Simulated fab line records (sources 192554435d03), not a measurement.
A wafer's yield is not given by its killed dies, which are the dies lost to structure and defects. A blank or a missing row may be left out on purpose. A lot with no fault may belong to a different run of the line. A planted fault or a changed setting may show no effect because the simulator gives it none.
Comparing a struck lot with a sound one	flow n5-finfet	16 out of 1938 route steps
Sound: these wafers, L341.2, L341.3, L341.6. Wafers struck: L346.1, L346.2, L346.5. The cause comes at the end.
Order at every step that has rows: each side's tool, ch and its chambers, its first start. Under that, the readings that differ: sound wafers	struck wafers	difference of the means	sigmas: that difference in standard deviations of wafers without a fault.
alike: readings whose means differ by less than 2 such deviations, and words and numbers that are the same on both sides. not compared: withheld readings, readings that some wafer has no value for, bounds like >300 that may hide the same value, and numbers for which the record gives no deviation and whose values overlap.
The two part at a step that has a row with sigmas, a row that says differs or no value, or rows on one side only. Numbers that don't overlap but have no deviation are shown without sigmas and don't part them. Lack of a reading on every wafer of one side parts them only where that side has two or more wafers.

first, 1 step without rows for these wafers: N5_BEOL_M2_DEGAS_44 (time 60 s).
N5_BEOL_M2_PRE_CLEAN_45: time 30 s.
  sound on pvd-sputter-02 at day 9 00:31; struck on pvd-sputter-02 at day 10 11:27
  alike: heater-power-w
then, 1 step without rows for these wafers: N5_BEOL_M2_ALD_84 (deposits TaN, pulse time 2 s, purge time 3 s, co reactant purge time 2 s).
N5_BEOL_M2_SURFACE_TREAT_85:
  sound on pvd-sputter-01 at day 9 01:00; struck on pvd-sputter-01 at day 10 11:53
  alike: ar-flow-sccm
  not compared: throttle-valve-pct
then, 2 steps without rows for these wafers: N5_BEOL_M2_CVD_47 (deposits Co from CCTBA/H2, target thk 3 nm, time 223.8 s); N5_BEOL_M2_SPUTTER_48 (material Cu, target thk 4.5 nm, time 8.29 s).
N5_BEOL_M2_ANNEAL_49: time 240 s.
  sound on pvd-sputter-02 at day 9 01:22; struck on pvd-sputter-02 at day 10 13:46
  alike: heater-power-w, susceptor-temp-C
then, 2 steps without rows for these wafers: N5_BEOL_M2_SPUTTER_79 (material Cu, target thk 4.5 nm, time 8.29 s); N5_BEOL_M2_ANNEAL_80 (time 240 s).
N5_BEOL_M2_SPUTTER_81: material Cu, target thk 4.5 nm, time 8.29 s.
  sound on pvd-sputter-02 at day 9 01:43; struck on pvd-sputter-02 at day 10 14:08
  alike: chuck-sensor-temp-C, throttle-valve-pct
then, 2 steps without rows for these wafers: N5_BEOL_M2_ANNEAL_82 (time 240 s); N5_BEOL_M2_SPUTTER_86 (material Cu, target thk 4.5 nm, time 8.29 s).
N5_BEOL_M2_ANNEAL_87: time 240 s.
  sound on pvd-sputter-02 at day 9 02:01; struck on pvd-sputter-02 at day 10 14:26
  no value came back on the struck wafers for heater-power-w (W), susceptor-temp-C (C); on the sound wafers heater-power-w (W) reads 804 800 790
N5_BEOL_M2_SPUTTER_88: material Cu, target thk 4.5 nm, time 8.29 s.
  sound on pvd-sputter-02 at day 9 02:10; struck on pvd-sputter-02 at day 10 14:34
  alike: chuck-sensor-temp-C, throttle-valve-pct
N5_BEOL_M4_RC_MEAS_101:
  sound on prober-01 ch 0, day 10 09:52; struck on prober-02 ch 0, day 11 16:29
  alike: DIBL_N, DIBL_P, IOFF_N, IOFF_P, ION_N, ION_P, SS_N, SS_P, VT_N, VT_P
-- record jumps: 4 days separate the struck wafers' starts on either side; left off in module BEOL_M4, taken up again in module PASSIVATION, whose first shown step is the route's number 1936 --
N5_PASSIVATION_PROBE_49:
  record: rows for the struck wafers here (prober-02, day 15 19:05), none for the sound ones

## WHERE THEY PART
Last at N5_PASSIVATION_PROBE_49 as far as this record goes, first at N5_BEOL_M2_ANNEAL_87.

WHY: what had been put in by the simulator
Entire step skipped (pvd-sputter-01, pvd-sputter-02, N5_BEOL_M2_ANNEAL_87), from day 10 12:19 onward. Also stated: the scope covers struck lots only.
